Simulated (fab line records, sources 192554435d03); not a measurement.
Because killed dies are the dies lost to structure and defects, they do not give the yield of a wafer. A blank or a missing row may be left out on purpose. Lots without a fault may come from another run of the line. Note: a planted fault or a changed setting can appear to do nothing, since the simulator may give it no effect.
Comparing a struck lot with a sound one	flow n5_finfet	17 out of 1938 route steps
Sound: wafers L307.1, L307.3, L307.5. Struck: wafer L321.6 (left out: L321.1, a lot-mate that was not struck); the cause follows at the end.
Order at every step that has rows: each side's tool, ch and its chambers, its first start. Under that, the readings that differ: sound wafers	struck wafers	difference of the means	sigmas: that difference in standard deviations of wafers without a fault.
alike: readings with means less than 2 such deviations apart, plus words and numbers identical on both sides. not compared: withheld readings, readings lacking a value on some wafer, bounds such as >300 that could conceal the same value, and numbers that have no deviation in the record and whose values overlap.
A row with sigmas, a row that says differs or no value, or rows on one side alone: a step with any of these is where the two part. Numbers that have no deviation but don't overlap get no sigmas and don't part them. A reading missing from all wafers of one side parts the sides only when that side holds two or more wafers.

first, 1 step without rows for these wafers: N5_BEOL_M0_SAQP_STRIP_80 (strips in N2/H2).
N5_BEOL_M0_SAQP_HM_OPEN_112: chemistry CHF3/O2, target SiO2, stops on a-Si, target depth 12 nm, time 13.5 s.
  sound on rie_diel-06 ch 0,1, day 6 08:47; struck on rie_diel-06 ch 1, day 9 12:33
  alike: drypump_motor_current_A, oes_product_au, rf_vpp_V, showerhead_plenum_p_Torr, throttle_valve_pct
  not compared: rf_hours_counter_h
then, 1 step without rows for these wafers: N5_BEOL_M0_SAQP_STRIP_113 (strips in CHF3/O2).
N5_BEOL_M0_SAQP_MANDREL_ETCH_20: etches a-Si in HBr/Cl2, stops on SiNx, target depth 60 nm, bt time 10 s, time 30 s.
  sound on rie_si-03 ch 0,1, day 6 08:52; struck on rie_si-03 ch 2, day 9 12:38
  alike: drypump_motor_current_A, oes_product_au, throttle_valve_pct
  not compared: rf_hours_counter_h
N5_BEOL_M0_SAQP_STRIP_86: strips in N2/H2.
  sound on rie_diel-06 ch 0,2,3, day 6 08:58; struck on rie_diel-02 ch 2, day 9 12:44
reading	sound	struck	difference	sigmas
drypump_motor_current_A (A)	5.9 5.9 5.9	5.2	-0.7	-2
  alike: h2_flow_sccm, oes_product_au, rf_vpp_V, showerhead_plenum_p_Torr, throttle_valve_pct
  not compared: rf_hours_counter_h
then, 2 steps without rows for these wafers: N5_BEOL_M0_SAQP_STRIP_115 (strips in post etch residue remover, time 60 s); N5_BEOL_M0_SAQP_SRD_93 (time 30 s).
N5_BEOL_M0_SAQP_RECESS_114: chemistry HF/NH3, target SiO2, target depth 14.4 nm, afs cycles 3, sublimation time 60 s.
  sound on vapor_etch-02 ch 0,1, day 6 09:06; struck on vapor_etch-02 ch 0, day 9 12:53
reading	sound	struck	difference	sigmas
foreline_p_Torr (Torr)	0.1283 0.1276 0.1279	0.1290	+0.0011	+2
  alike: drypump_motor_current_A
N5_BEOL_M0_SAQP_SPACER1_ALD_98: deposits SiO2, target thk 12.8 nm, pulse time 1 s, purge time 2 s.
  sound on ald_sin-02 ch 1,2, day 6 09:29; struck on ald_sin-01 ch 2, day 9 13:35
  alike: heater_power_w, precursor_pulse_height_rel
  not compared: since_wet_clean_h
then, 2 steps without rows for these wafers: N5_BEOL_M0_SAQP_SPACER1_ETCHBACK_99 (etches SiO2 in CHF3/O2, target depth 15.4 nm, time 7.7 s); N5_BEOL_M0_SAQP_MANDREL1_REMOVE_100 (chemistry HBr/Cl2/O2, target a-Si, stops on SiNx, bt time 10 s).
N5_BEOL_M0_SAQP_CD_MEAS_25: target cd 13.1 nm.
  sound on cd_sem-03 ch 0, day 6 10:10; struck on cd_sem-02 ch 0, day 9 14:15
  alike: cd_nm
N5_BEOL_M0_SAQP_ETCH_101: etches SiNx in CH3F/O2, target depth 29.9 nm, time 42.7 s.
  sound on rie_diel-06 ch 0,2, day 6 10:20; struck on rie_diel-02 ch 1, day 9 14:17
reading	sound	struck	difference	sigmas
throttle_valve_pct (%)	16.00 16.04 16.05	16.56	+0.53	+2
model.etch.depth_nm (nm)	30.58 28.84 28.62	22.27	-7.08	
  alike: drypump_motor_current_A, oes_product_au, rf_vpp_V, showerhead_plenum_p_Torr
  not compared: rf_hours_counter_h
N5_BEOL_M0_SAQP_ETCH_102: etches SiO2 in CF4, target depth 4 nm, time 4.4 s.
  sound on rie_si-02 ch 0,2, day 6 10:26; struck on rie_si-05 ch 3, day 9 14:23
reading	sound	struck	difference	sigmas
oes_product_au (a.u.)	1.008 1.032 1.001	0.443	-0.571	-36
  alike: cf4_flow_sccm, drypump_motor_current_A, throttle_valve_pct
  not compared: rf_hours_counter_h
then, 1 step without rows for these wafers: N5_BEOL_M0_SAQP_MANDREL_ETCH_103 (etches a-Si in HBr/Cl2, stops on SiCN, target depth 45 nm, bt time 10 s, time 27 s).
-- record jumps: 3 days separate the struck wafers' starts on either side; left off in module BEOL_M0_SAQP, taken up again in module BEOL_M4, whose first shown step is the route's number 1111 --
N5_BEOL_M4_RC_MEAS_101:
  sound on prober-02 ch 0, day 9 01:32; struck on prober-02 ch 0, day 12 17:44
reading	sound	struck	difference	sigmas
ION_P (uA/um)	487 463 473	455	-19	-3
  alike: DIBL_N, DIBL_P, IOFF_N, IOFF_P, ION_N, SS_N, SS_P, VT_N, VT_P
-- record jumps: 4 days separate the struck wafers' starts on either side; left off in module BEOL_M4, taken up again in module PASSIVATION, whose first shown step is the route's number 1936 --
N5_PASSIVATION_PROBE_49:
  sound: prober-02 at day 13 13:54; struck: prober-01 at day 17 02:48
  alike: defect_limited_yield, killed_at_M0_to_M3, killed_at_M4_up, killed_at_contacts, killed_at_front_end, killed_at_other, killed_dies, killed_open, killed_short, sort_bin_5_function, sort_bin_6_memory, sort_bin_8_speed, sort_n_pass, sort_yield_pct

WHERE THEY PART
Last at N5_BEOL_M4_RC_MEAS_101 as far as this record goes, first at N5_BEOL_M0_SAQP_STRIP_86. Later steps at which nothing parts them and some readings are alike: N5_PASSIVATION_PROBE_49.

WHY: whatever the simulator had introduced
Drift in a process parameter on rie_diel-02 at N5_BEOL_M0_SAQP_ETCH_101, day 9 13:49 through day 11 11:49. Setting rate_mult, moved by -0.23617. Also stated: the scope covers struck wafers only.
